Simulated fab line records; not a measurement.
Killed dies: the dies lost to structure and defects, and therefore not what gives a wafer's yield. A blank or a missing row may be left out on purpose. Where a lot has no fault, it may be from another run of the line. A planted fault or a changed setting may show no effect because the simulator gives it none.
The tool behind it: which one? | flow n5 finfet | Sampling: 9 lots, 27 wafers, 8 of 1938 route steps

## WHAT THE GAUGES SHOWED, per wafer
N5_FIN_SAQP_CD_MEAS_16: target cd 35.6 nm.
lot  | measured    | on        | cd nm (nm)
L617 | day 1 21:26 | cd sem-03 | 35.98 36.12 36.25
L619 | day 2 09:23 | cd sem-01 | 35.75 36.03 36.13
L621 | day 2 23:01 | cd sem-03 | 35.60 35.67 35.35
L622 | day 3 04:26 | cd sem-03 | 35.51 35.91 35.83
L623 | day 3 09:25 | cd sem-01 | 35.70 35.54 36.00
L630 | day 5 05:29 | cd sem-01 | 35.44 35.65 35.61
L631 | day 5 10:59 | cd sem-02 | 35.85 36.15 35.47
L638 | day 7 03:47 | cd sem-01 | 35.39 36.01 35.78
L640 | day 7 15:52 | cd sem-01 | 35.92 35.77 35.64

N5_FIN_SAQP_INSPECT_18: inspects for defects (brightfield).
lot  | measured    | on                | raw defect count
L617 | day 1 21:30 | defect inspect-02 | 176 296 340
L619 | day 2 09:26 | defect inspect-02 | 300 420 338
L621 | day 2 23:04 | defect inspect-02 | 600 334 305
L622 | day 3 04:29 | defect inspect-02 | 481 362 363
L623 | day 3 09:29 | defect inspect-01 | 356 330 392
L630 | day 5 05:33 | defect inspect-02 | 400 276 534
L631 | day 5 11:03 | defect inspect-01 | 249 319 374
L638 | day 7 03:50 | defect inspect-02 | 1507 1429 1626
L640 | day 7 15:55 | defect inspect-01 | 1383 1355 1393

N5_FIN_SAQP_INSPECT_40: inspects for defects (brightfield).
lot  | measured    | on                | raw defect count
L617 | day 2 02:38 | defect inspect-01 | 132 205 152
L619 | day 2 13:39 | defect inspect-02 | 228 177 195
L621 | day 3 03:50 | defect inspect-02 | 242 265 199
L622 | day 3 10:02 | defect inspect-02 | 392 293 242
L623 | day 3 13:54 | defect inspect-02 | 270 250 328
L630 | day 5 10:08 | defect inspect-01 | 183 168 170
L631 | day 5 16:08 | defect inspect-01 | 150 186 181
L638 | day 7 08:50 | defect inspect-02 | 1250 1289 1307
L640 | day 7 20:12 | defect inspect-01 | 1344 1277 1186

N5_FIN_CUT_INSPECT_10: inspects for defects (brightfield).
lot  | measured    | on                | raw defect count
L617 | day 2 03:09 | defect inspect-01 | 28 36 26
L619 | day 2 14:02 | defect inspect-01 | 41 31 35
L621 | day 3 04:14 | defect inspect-02 | 27 40 40
L622 | day 3 10:33 | defect inspect-02 | 67 50 42
L623 | day 3 14:26 | defect inspect-01 | 42 39 54
L630 | day 5 10:39 | defect inspect-02 | 38 29 34
L631 | day 5 16:41 | defect inspect-01 | 28 42 33
L638 | day 7 09:13 | defect inspect-01 | 1073 1089 1069
L640 | day 7 20:35 | defect inspect-02 | 1144 1030 1075

N5_BEOL_M4_RC_MEAS_101.
lot  | measured     | on        | DIBL_N (mV/V)  | DIBL_P (mV/V)  | IOFF_N (nA/um)    | IOFF_P (nA/um)    | ION_N (uA/um) | ION_P (uA/um) | SS_N (mV/dec)  | SS_P (mV/dec)  | VT_N (mV)         | VT_P (mV)
L617 | day 8 00:16  | prober-01 | 35.0 35.3 35.6 | 35.5 34.7 35.7 | 0.131 0.128 0.131 | 0.174 0.170 0.179 | 674 664 665   | 456 452 456   | 71.2 71.7 70.8 | 72.7 73.0 72.5 | 252.7 252.4 254.0 | -254.4 -255.1 -254.1
L619 | day 8 10:10  | prober-02 | 36.3 35.5 37.9 | 36.9 36.1 38.2 | 0.150 0.134 0.171 | 0.209 0.194 0.225 | 659 657 669   | 457 452 461   | 71.7 71.6 72.7 | 72.9 73.6 74.3 | 252.3 255.2 250.0 | -251.1 -251.2 -252.0
L621 | day 9 11:14  | prober-01 | 35.1 36.8 36.6 | 35.5 37.4 37.1 | 0.132 0.159 0.158 | 0.191 0.221 0.216 | 675 679 679   | 465 471 464   | 70.5 71.0 71.9 | 72.7 73.3 72.9 | 252.1 246.7 248.5 | -252.4 -248.8 -251.5
L622 | day 9 07:38  | prober-02 | 36.7 35.1 35.3 | 37.4 36.1 36.2 | 0.170 0.145 0.144 | 0.224 0.196 0.196 | 669 665 661   | 464 456 458   | 72.4 71.5 70.9 | 73.5 73.2 73.4 | 247.3 251.9 251.8 | -249.1 -252.0 -252.4
L623 | day 9 09:32  | prober-01 | 37.5 39.5 38.3 | 35.9 38.7 37.6 | 0.151 0.202 0.181 | 0.199 0.242 0.226 | 668 686 686   | 464 467 469   | 71.5 72.3 71.5 | 73.9 73.3 73.5 | 250.2 246.9 250.7 | -249.6 -247.3 -250.6
L630 | day 11 07:20 | prober-01 | 35.0 35.3 36.3 | 34.8 35.0 36.4 | 0.146 0.152 0.173 | 0.197 0.201 0.220 | 674 661 677   | 465 454 459   | 71.1 71.4 71.4 | 72.9 73.1 72.9 | 250.0 254.8 247.7 | -252.0 -248.4 -250.4
L631 | day 11 11:57 | prober-01 | 36.6 36.8 36.1 | 36.7 36.7 34.8 | 0.187 0.202 0.169 | 0.259 0.271 0.233 | 685 687 682   | 470 475 471   | 71.7 71.7 71.1 | 73.0 72.9 72.7 | 247.2 243.5 247.3 | -244.2 -244.8 -248.5
L638 | day 13 01:10 | prober-01 | 35.8 36.5 35.6 | 34.6 34.8 34.3 | 0.141 0.147 0.142 | 0.206 0.210 0.208 | 679 665 681   | 470 463 472   | 71.0 71.5 71.0 | 73.2 72.5 72.6 | 250.3 248.9 250.8 | -247.9 -246.2 -247.9
L640 | day 13 18:34 | prober-02 | 36.6 37.6 36.7 | 39.0 40.5 38.5 | 0.183 0.208 0.187 | 0.210 0.230 0.207 | 688 697 686   | 469 462 462   | 71.7 71.7 72.0 | 73.4 73.7 73.4 | 246.7 247.3 246.2 | -247.7 -248.8 -249.5

## EACH LOT AND THE TOOL THAT RAN IT (in order: tool; ch and the chambers of the sampled wafers; start)
lot  | N5_PMOS_HMC_CHANNEL_EPI_CMP_21 | N5_FIN_SAQP_PRECLEAN_42            | N5_FIN_SAQP_SPACER1_ALD_24
L617 | cmp-04 ch 0,3, day 1 19:06     | wet bench-05 ch 0,6,7, day 1 20:01 | ald sin-02 ch 0,1, day 1 22:56
L619 | cmp-02 ch 1,2,3, day 2 07:21   | wet bench-03 ch 1,4,6, day 2 08:07 | ald sin-02 ch 0,1,2, day 2 10:35
L621 | cmp-03 ch 1,2,3, day 2 20:46   | wet bench-03 ch 0,3,6, day 2 21:38 | ald sin-04 ch 2,3, day 3 00:16
L622 | cmp-02 ch 0,2,3, day 3 02:16   | wet bench-02 ch 0,1,2, day 3 03:05 | ald sin-04 ch 0,1,2, day 3 06:34
L623 | cmp-04 ch 0,1,3, day 3 07:17   | wet bench-02 ch 2,3,5, day 3 08:07 | ald sin-02 ch 0,1,3, day 3 10:52
L630 | cmp-04 ch 1,2, day 5 01:58     | wet bench-05 ch 1,2,7, day 5 02:58 | ald sin-03 ch 1,2, day 5 06:55
L631 | cmp-04 ch 1,3, day 5 08:20     | wet bench-05 ch 3,4,6, day 5 09:12 | ald sin-03 ch 1,2, day 5 12:34
L638 | cmp-04 ch 1,2,3, day 7 01:41   | wet bench-05 ch 1,3,4, day 7 02:29 | ald sin-03 ch 0,1,3, day 7 05:35
L640 | cmp-02 ch 0,3, day 7 13:09     | wet bench-05 ch 1,2,7, day 7 14:04 | ald sin-04 ch 0,2,3, day 7 17:05
- N5_PMOS_HMC_CHANNEL_EPI_CMP_21: polishes SiGe30, target thk 54 nm.
- N5_FIN_SAQP_PRECLEAN_42: cleans in O3/DIW, time 60 s.
- N5_FIN_SAQP_SPACER1_ALD_24: deposits SiO2, target thk 20.3 nm, pulse time 1 s, purge time 2 s.

## WHAT THE TOOLS THEMSELVES READ (means of the sampled wafers that have a number; where no wafer has one, the mark that the record gives instead)
N5_PMOS_HMC_CHANNEL_EPI_CMP_21.
lot  | tool   | motor current A (A) | pad life wafers
L617 | cmp-04 | 12.3                | 0
L619 | cmp-02 | 11.7                | 530
L621 | cmp-03 | 12.5                | 314
L622 | cmp-02 | 11.5                | 655
L623 | cmp-04 | 13.6                | 302
L630 | cmp-04 | 14.3                | 595
L631 | cmp-04 | 13.9                | 638
L638 | cmp-04 | 13.7                | 950
L640 | cmp-02 | 12.1                | 1418

N5_FIN_SAQP_SPACER1_ALD_24.
lot  | tool       | heater power w (W) | precursor pulse height rel | susceptor temp C (C)
L617 | ald sin-02 | 450                | 1.004                      | 300.13
L619 | ald sin-02 | 470                | 0.989                      | 300.00
L621 | ald sin-04 | 407                | 1.006                      | 299.82
L622 | ald sin-04 | 454                | 0.993                      | 299.85
L623 | ald sin-02 | 468                | 1.001                      | 300.05
L630 | ald sin-03 | 419                | 0.997                      | 300.04
L631 | ald sin-03 | 425                | 1.018                      | 299.84
L638 | ald sin-03 | 453                | 1.007                      | 299.98
L640 | ald sin-04 | 434                | 1.008                      | 299.83

## THE ANSWER, worked out from the rows above alone
Rule: what is usual is taken from the lots themselves. Put in order of their means at a reading, lots are off if they are a third of the lots or fewer, leave a main group of 4 or more, and stand apart from it by a gap of 3 or more times the standard deviation of the main group's means; of several such gaps the widest counts. The tables above print the reading to a certain number of digits; a main group whose means all agree to those digits is not used. A lot without any number at a reading at which 4 lots or more have one is off too. All remaining lots with rows at the step are treated as sound. First the gauges in route order, then the tools' own readings, where a lot's mean is used as printed above. The first step at which some lot is off is used, and at that step the reading that is off furthest; a lot without a number counts as furthest.
Off, at N5_FIN_SAQP_INSPECT_18 on raw defect count: L638, L640. Main group: mean 359, sd 49.
If a tool, at a process step before that reading, ran all the lots that are off and no sound lot after the first of them, it fits. Gauges at N5_FIN_SAQP_INSPECT_18: tried the same way as those tools. One fits: N5_FIN_SAQP_PRECLEAN_42 on wet bench-05. A fault onset in the window from L631 (day 5 09:12, its last sound lot) to L638 (day 7 02:29, its first lot off) fits.

## WHAT HAD BEEN PUT IN BY THE SIMULATOR
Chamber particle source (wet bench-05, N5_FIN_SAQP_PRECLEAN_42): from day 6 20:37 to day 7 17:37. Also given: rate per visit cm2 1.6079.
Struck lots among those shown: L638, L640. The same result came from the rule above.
